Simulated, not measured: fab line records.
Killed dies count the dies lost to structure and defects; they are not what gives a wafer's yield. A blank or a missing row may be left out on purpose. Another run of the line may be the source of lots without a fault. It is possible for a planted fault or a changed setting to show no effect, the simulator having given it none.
A struck lot beside a sound one || flow nand_harc || 42 steps out of a route of 1302
Sound: the wafers L526.1, L526.2, L526.5. The struck wafers were L533.4, L533.5. Last of all comes the cause.
At each step with rows: each side's tool, then ch and its chambers, then its first start. Under that, the readings that differ: sound wafers || struck wafers || difference of the means || sigmas: that difference in standard deviations of wafers without a fault.
alike: readings whose means differ by less than 2 such deviations, and words and numbers that are the same on both sides. not compared: withheld readings, readings that some wafer has no value for, bounds like >300 that may hide the same value, and numbers for which the record gives no deviation and whose values overlap.
The two part at a step that has a row with sigmas, a row that says differs or no value, or rows on one side only. Numbers that have no deviation but don't overlap get no sigmas and don't part them. A reading that every wafer of one side lacks parts them only if that side has two wafers or more.

first, 1 step without rows for these wafers: NHARC_THIN_TSV_GRIND_00.
NHARC_THIN_TSV_CMP_01: polishes.
  sound on cmp-03 ch 0,1, day 27 02:29; struck on cmp-02 ch 0,2, day 30 12:58
  alike: motor_current_A
NHARC_THIN_TSV_THK_MEAS_02: measures by ir.
  sound: film_metro-02 at day 27 02:45; struck: film_metro-01 at day 30 13:11
  alike: thk_nm
then, 9 steps without rows for these wafers: NHARC_THIN_TSV_SRD_03; NHARC_THIN_TSV_PRECLEAN_41 (cleans in SC1); NHARC_THIN_TSV_SRD_42; NHARC_THIN_TSV_DEP_43 (deposits SiO2, target thk 1328.5 nm); NHARC_THIN_TSV_DEHYDRATE_04 (time 120 s); NHARC_THIN_TSV_HMDS_05 (time 30 s); NHARC_THIN_TSV_COAT_06; NHARC_THIN_TSV_SOFTBAKE_07 (time 95 s); NHARC_THIN_TSV_EBR_08.
NHARC_THIN_TSV_EXPOSE_09: exposes mask TSV.
  sound on krf_scanner-01 ch 0, day 27 03:33; struck on krf_scanner-04 ch 0, day 30 14:05
{"reading": "exposure_dose_mJ_cm2", "sound": "30.79 30.76 30.79", "struck": "39.10 39.09", "difference": "+8.31", "sigmas": "+76"}
  alike: mask
then, 2 steps without rows for these wafers: NHARC_THIN_TSV_PEB_10 (peb time 85 s); NHARC_THIN_TSV_DEVELOP_11 (time 70 s).
NHARC_THIN_TSV_CD_MEAS_12: the cd target is 1000 nm.
  sound on cd_sem-02 ch 0, day 27 03:43; struck on cd_sem-03 ch 0, day 30 14:14
{"reading": "cd_nm (nm)", "sound": "1001.3 1001.3 1000.7", "struck": "1010.6 1007.5", "difference": "+7.9", "sigmas": "+4"}
then, 3 steps without rows for these wafers: NHARC_THIN_TSV_HARDBAKE_13 (time 80 s); NHARC_THIN_TSV_DESCUM_14 (chemistry O2, time 3 s); NHARC_THIN_TSV_ETCH_44 (etches the open film in CF4/O2, target depth 1594.2 nm, time 797.1 s).
NHARC_THIN_TSV_ETCH_15: target depth 3000 nm, bosch target overetch cycles 2, bosch etch step 2.8 s.
  sound on rie_si-02 ch 0,1,3, day 27 04:41; struck on rie_si-04 ch 2,3, day 30 15:04
  alike: drypump_motor_current_A
  not compared: rf_hours_counter_h
NHARC_THIN_TSV_CD_MEAS_16:
  sound: cd_sem-02 at day 27 04:49; struck: cd_sem-03 at day 30 15:13
{"reading": "cd_nm (nm)", "sound": "1001.1 1001.6 1000.3", "struck": "1010.8 1006.9", "difference": "+7.8", "sigmas": "+4"}
NHARC_THIN_TSV_STRIP_45: strips in O2.
  sound on plasma_asher-02 ch 0,1, day 27 04:53; struck on plasma_asher-01 ch 1, day 30 15:22
{"reading": "drypump_motor_current_A (A)", "sound": "5.7 5.1 5.1", "struck": "6.2 6.2", "difference": "+0.9", "sigmas": "+2"}
  alike: heater_power_w
  not compared: rf_hours_counter_h
then, 4 steps without rows for these wafers: NHARC_THIN_TSV_STRIP_46 (strips in post etch residue remover, time 1200 s); NHARC_THIN_TSV_DEP_47 (deposits SiO2, target thk 200 nm); NHARC_THIN_TSV_ETCHBACK_48 (etches the open film in C4F8/Ar, target depth 1028.5 nm, time 405.17 s); NHARC_THIN_TSV_STRIP_62 (strips in N2/H2, time 20 s).
NHARC_THIN_TSV_DEGAS_49: time 120 s.
  sound: pvd_sputter-02 at day 27 06:37; struck: pvd_sputter-02 at day 30 17:13
  alike: heater_power_w, susceptor_temp_C
NHARC_THIN_TSV_PRE_CLEAN_50: time 30 s.
  sound on pvd_sputter-02; struck on pvd_sputter-02
{"reading": "susceptor_temp_C (C)", "sound": "279.74 279.93 279.93", "struck": "- -", "difference": "no value on the struck wafers", "sigmas": ""}
  alike: heater_power_w
then, 13 steps without rows for these wafers: NHARC_THIN_TSV_PVD_19 (deposits TaN, target thk 20 nm); NHARC_THIN_TSV_PVD_51 (deposits Cu, target thk 100 nm); NHARC_THIN_TSV_ECD_20 (material Cu, target thk 2000 nm); NHARC_THIN_TSV_ANNEAL_52 (time 90 s); NHARC_THIN_TSV_CMP_21 (polishes, t overpolish 30 s, target thk 2000 nm); NHARC_THIN_TSV_SRD_23; NHARC_THIN_TSV_DEGAS_53 (time 60 s); NHARC_THIN_TSV_PRE_CLEAN_54 (time 30 s); NHARC_THIN_TSV_PVD_55 (deposits TiN, target thk 50 nm); NHARC_THIN_TSV_PVD_24 (deposits Al, target thk 800 nm); NHARC_THIN_TSV_DEHYDRATE_25 (time 120 s); NHARC_THIN_TSV_HMDS_26 (time 30 s); NHARC_THIN_TSV_COAT_27.
NHARC_THIN_TSV_CD_MEAS_37:
  sound: cd_sem-03 at day 27 11:04; struck: cd_sem-02 at day 30 21:45
  alike: cd_nm

WHERE THEY PART
Last at NHARC_THIN_TSV_PRE_CLEAN_50 as far as this record goes, first at NHARC_THIN_TSV_EXPOSE_09. Later steps at which nothing parts them and some readings are alike: NHARC_THIN_TSV_CD_MEAS_37.

WHY: what had been put in by the simulator
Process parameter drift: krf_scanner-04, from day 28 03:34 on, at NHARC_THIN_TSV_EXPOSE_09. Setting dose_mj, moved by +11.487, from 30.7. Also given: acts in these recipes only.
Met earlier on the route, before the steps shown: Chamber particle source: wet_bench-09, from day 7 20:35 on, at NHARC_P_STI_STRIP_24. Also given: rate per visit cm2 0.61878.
